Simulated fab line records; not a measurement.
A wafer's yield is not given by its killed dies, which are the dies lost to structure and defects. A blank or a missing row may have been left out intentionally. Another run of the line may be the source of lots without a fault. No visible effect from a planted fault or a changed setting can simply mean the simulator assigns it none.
Which of the tools did it? | flow n5Finfet | 36 wafers sampled from 12 lots at 1 step of a route of 1938

== WHAT EACH GAUGE READ, for each wafer ==
N5_BEOL_M7_OVL_MEAS_29.
lot  | measured     | on         | V6_OVL (nm)
L075 | day 9 10:53  | overlay-02 | -0.8 -1.0 -1.4
L077 | day 10 04:23 | overlay-02 | -1.2 -0.2 -0.2
L079 | day 11 00:16 | overlay-02 | 0.3 0.6 -0.1
L080 | day 11 03:25 | overlay-02 | -0.2 -0.4 -0.6
L083 | day 11 13:41 | overlay-02 | 0.0 0.2 -0.8
L085 | day 12 16:07 | overlay-02 | -0.1 -0.8 -0.1
L087 | day 12 16:12 | overlay-02 | 0.2 -1.3 0.5
L088 | day 13 15:37 | overlay-01 | -0.4 -0.4 -1.7
L093 | day 13 18:57 | overlay-01 | -0.2 -0.6 0.0
L096 | day 15 06:58 | overlay-01 | -0.8 -0.4 -1.4
L094 | day 15 17:00 | overlay-01 | 0.0 -0.6 1.1
L095 | day 15 17:20 | overlay-02 | -0.9 -0.2 0.5

== WHAT TOOL EACH LOT RAN ON (gives the tool, then ch and the chambers of the sampled wafers, and finally the start) ==
No process step before these readings appears in the record.

== THE ANSWER, worked out from the rows above alone ==
Rule: usual is defined by the lots themselves. Put in order of their means at a reading, lots are off if they are a third of the lots or fewer, leave a main group of 4 or more, and stand apart from it by a gap of 3 or more times the standard deviation of the main group's means; of several such gaps the widest counts. A main group whose means are all the same, to the digits that the tables above print for the reading, isn't used. A lot without any number at a reading at which 4 lots or more have one is off too. Where the step has rows for the other lots, those lots are counted as sound.
Nothing can be told from this: no lot is off at any reading shown.

== WHAT THE SIMULATOR HAD INSERTED ==
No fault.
